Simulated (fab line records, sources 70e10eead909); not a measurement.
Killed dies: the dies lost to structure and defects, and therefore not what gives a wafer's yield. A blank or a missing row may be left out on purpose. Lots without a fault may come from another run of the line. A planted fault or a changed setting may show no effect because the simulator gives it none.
The tool behind it: which one? + flow nandHarc + Sampling: 14 lots, 42 wafers, 5 of 1159 route steps

== WHAT EACH GAUGE READ, for each wafer ==
NHARC_A_SLIT_INSPECT_11.
| lot  | measured     | on               | rawDefectCount |
|------|--------------|------------------|----------------|
| L888 | day 14 05:19 | defectInspect-02 | 17 14 13       |
| L889 | day 14 17:16 | defectInspect-01 | 8 9 5          |
| L890 | day 14 17:25 | defectInspect-02 | 27 23 22       |
| L891 | day 14 18:35 | defectInspect-02 | 26 25 26       |
| L887 | day 14 19:29 | defectInspect-01 | 9 14 8         |
| L892 | day 15 08:11 | defectInspect-01 | 6 8 8          |
| L893 | day 15 16:35 | defectInspect-02 | 23 20 42       |
| L896 | day 16 13:54 | defectInspect-01 | 14 18 14       |
| L895 | day 16 14:02 | defectInspect-01 | 36 32 26       |
| L903 | day 18 08:05 | defectInspect-02 | 18 13 13       |
| L905 | day 18 22:35 | defectInspect-01 | 21 10 11       |
| L909 | day 19 11:26 | defectInspect-02 | 24 25 26       |
| L908 | day 19 11:56 | defectInspect-01 | 33 30 41       |
| L907 | day 19 12:47 | defectInspect-01 | 32 37 48       |

NHARC_A_SLIT_CD_MEAS_21.
| lot  | measured     | on       | cdNm (nm)         |
|------|--------------|----------|-------------------|
| L888 | day 14 16:49 | cdSem-02 | 289.9 289.5 289.8 |
| L889 | day 14 20:44 | cdSem-02 | 290.0 290.7 290.2 |
| L890 | day 14 20:52 | cdSem-02 | 288.9 290.0 289.7 |
| L891 | day 14 22:26 | cdSem-02 | 288.5 287.9 288.4 |
| L887 | day 14 22:56 | cdSem-03 | 289.7 289.3 289.3 |
| L892 | day 15 11:40 | cdSem-02 | 290.1 288.4 288.7 |
| L893 | day 15 20:03 | cdSem-03 | 290.0 290.3 289.8 |
| L896 | day 16 17:23 | cdSem-03 | 290.7 290.1 290.2 |
| L895 | day 16 19:05 | cdSem-03 | 289.8 289.4 289.1 |
| L903 | day 18 16:16 | cdSem-02 | 290.4 289.7 290.2 |
| L905 | day 19 02:02 | cdSem-01 | 289.5 289.9 289.4 |
| L909 | day 19 14:53 | cdSem-03 | 288.3 288.3 288.4 |
| L908 | day 19 15:58 | cdSem-03 | 288.9 288.9 289.9 |
| L907 | day 19 16:33 | cdSem-03 | 288.5 289.4 289.1 |

NHARC_END_SORT_01.
| lot  | measured     | on        | killedAtArray | killedAtOther | killedAtPeriphery | killedDies | killedOpen | killedShort |
|------|--------------|-----------|---------------|---------------|-------------------|------------|------------|-------------|
| L903 | day 23 16:44 | prober-02 | 676 17 11     | 0 0 0         | 1 2 0             | 677 19 11  | 1 1 3      | 3 4 0       |
| L905 | day 24 00:26 | prober-02 | 669 18 19     | 2 0 0         | 6 7 6             | 677 25 25  | 5 2 3      | 2 3 1       |

== TOOL THAT RAN EACH LOT (tool first, then ch and the chambers of the sampled wafers, then the start) ==
| lot  | NHARC_A_WL_FILL_ETCHBACK_16       | NHARC_A_WL_FILL_ALD_19             |
|------|-----------------------------------|------------------------------------|
| L888 | rieDiel-11 ch 1,2, day 15 17:22   | aldMetal-01 ch 1,3, day 15 21:36   |
| L889 | rieDiel-11 ch 1,2, day 15 21:59   | aldMetal-03 ch 1,2,3, day 16 03:40 |
| L890 | rieDiel-13 ch 1,2,3, day 15 22:01 | aldMetal-02 ch 1,2,3, day 16 03:40 |
| L891 | rieDiel-11 ch 0,1,3, day 16 02:10 | aldMetal-01 ch 0,1,3, day 16 07:28 |
| L887 | rieDiel-08 ch 1,2,3, day 16 01:47 | aldMetal-03 ch 0,2,3, day 16 07:28 |
| L892 | rieDiel-13 ch 0,2, day 16 10:16   | aldMetal-03 ch 2,3, day 16 16:07   |
| L893 | rieDiel-13 ch 0,1, day 16 22:23   | aldMetal-02 ch 0,2,3, day 17 04:13 |
| L896 | rieDiel-13 ch 2,3, day 17 17:13   | aldMetal-02 ch 0,1,3, day 17 23:02 |
| L895 | rieDiel-08 ch 1,2,3, day 17 17:10 | aldMetal-01 ch 1,2, day 17 23:03   |
| L903 | rieDiel-11 ch 0,1,2, day 19 15:59 | aldMetal-01 ch 0,2,3, day 19 21:51 |
| L905 | rieDiel-11 ch 0,1,2, day 20 03:41 | aldMetal-03 ch 0,1,2, day 20 09:16 |
| L909 | rieDiel-13 ch 0,1,3, day 20 13:14 | aldMetal-02 ch 0,2,3, day 20 18:41 |
| L908 | rieDiel-13 ch 0,1,3, day 20 16:41 | aldMetal-03 ch 1,2,3, day 20 22:26 |
| L907 | rieDiel-08 ch 0,1,3, day 20 16:37 | aldMetal-02 ch 0,2,3, day 20 22:26 |
- NHARC_A_WL_FILL_ETCHBACK_16: etches the open film in C4F8/O2/Ar, target depth 88 nm, time 17.6 s.
- NHARC_A_WL_FILL_ALD_19: deposits TiN, target thk 2 nm, pulse time 3 s, ald cycles 100.

== WHAT THE TOOLS THEMSELVES READ (means of the sampled wafers that have a number; where no wafer has one, the mark that the record gives instead) ==
NHARC_A_WL_FILL_ETCHBACK_16.
| lot  | tool       | oesProductAu (a.u.) | rfVppV (V) | runLengthS (s) |
|------|------------|---------------------|------------|----------------|
| L888 | rieDiel-11 | 1.00                | 725        | 38.8           |
| L889 | rieDiel-11 | 1.00                | 721        | 39.0           |
| L890 | rieDiel-13 | 1.01                | 722        | 38.9           |
| L891 | rieDiel-11 | 0.92                | 720        | 38.8           |
| L887 | rieDiel-08 | 0.96                | 726        | 39.4           |
| L892 | rieDiel-13 | 1.00                | 719        | 38.9           |
| L893 | rieDiel-13 | 1.00                | 719        | 39.1           |
| L896 | rieDiel-13 | 1.00                | 721        | 38.8           |
| L895 | rieDiel-08 | 0.99                | 725        | 39.5           |
| L903 | rieDiel-11 | 1.01                | 723        | 35.4           |
| L905 | rieDiel-11 | 1.00                | 724        | 35.1           |
| L909 | rieDiel-13 | 1.00                | 721        | 39.1           |
| L908 | rieDiel-13 | 0.99                | 721        | 38.8           |
| L907 | rieDiel-08 | 0.93                | 723        | 39.2           |

NHARC_A_WL_FILL_ALD_19.
| lot  | tool        | heaterPowerW (W) | precursorPulseHeightRel |
|------|-------------|------------------|-------------------------|
| L888 | aldMetal-01 | 1076             | 1.013                   |
| L889 | aldMetal-03 | 975              | 0.982                   |
| L890 | aldMetal-02 | 1070             | 1.011                   |
| L891 | aldMetal-01 | 990              | 1.011                   |
| L887 | aldMetal-03 | 1010             | 0.991                   |
| L892 | aldMetal-03 | 974              | 0.988                   |
| L893 | aldMetal-02 | 1069             | 1.000                   |
| L896 | aldMetal-02 | 981              | 1.006                   |
| L895 | aldMetal-01 | 1085             | 1.009                   |
| L903 | aldMetal-01 | 982              | 0.988                   |
| L905 | aldMetal-03 | 1026             | 0.984                   |
| L909 | aldMetal-02 | 1089             | 1.008                   |
| L908 | aldMetal-03 | 980              | 1.028                   |
| L907 | aldMetal-02 | 1098             | 0.989                   |

== THE ANSWER, worked out from the rows above alone ==
Rule: the lots themselves supply what counts as usual. Put in order of their means at a reading, lots are off if they are a third of the lots or fewer, leave a main group of 4 or more, and stand apart from it by a gap of 3 or more times the standard deviation of the main group's means; of several such gaps the widest counts. If all means in a main group match to the digits the tables above print for the reading, that group is not used. A lot without any number at a reading at which 4 lots or more have one is off too. All remaining lots with rows at the step are treated as sound. Order of review: gauges by route order, followed by the tools' own readings, for which a lot's mean as printed above is used. At the first step where some lot is off, the reading lying furthest off is the one used; lots without a number count as furthest.
Off: L903, L905, at NHARC_A_WL_FILL_ETCHBACK_16 (runLengthS). The main group has a mean of 39.0 s with a standard deviation of 0.23.
A tool fits if, at that step or a process step before it, it ran every lot that is off, and no sound lot after the first of them. One fits: NHARC_A_WL_FILL_ETCHBACK_16 on rieDiel-11. A fault onset in the window from L891 (day 16 02:10, its last sound lot) to L903 (day 19 15:59, its first lot off) fits.
The tool's own readings at NHARC_A_WL_FILL_ETCHBACK_16 bear it out: on the lots that are off they differ by more than 5 times the standard deviation of the sound lots' means. runLengthS reads 35.2 s there against 39.0 s on the sound lots.

== WHAT HAD BEEN PUT IN BY THE SIMULATOR ==
rieDiel-11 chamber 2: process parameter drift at NHARC_A_WL_FILL_ETCHBACK_16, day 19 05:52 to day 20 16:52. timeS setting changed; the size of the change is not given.
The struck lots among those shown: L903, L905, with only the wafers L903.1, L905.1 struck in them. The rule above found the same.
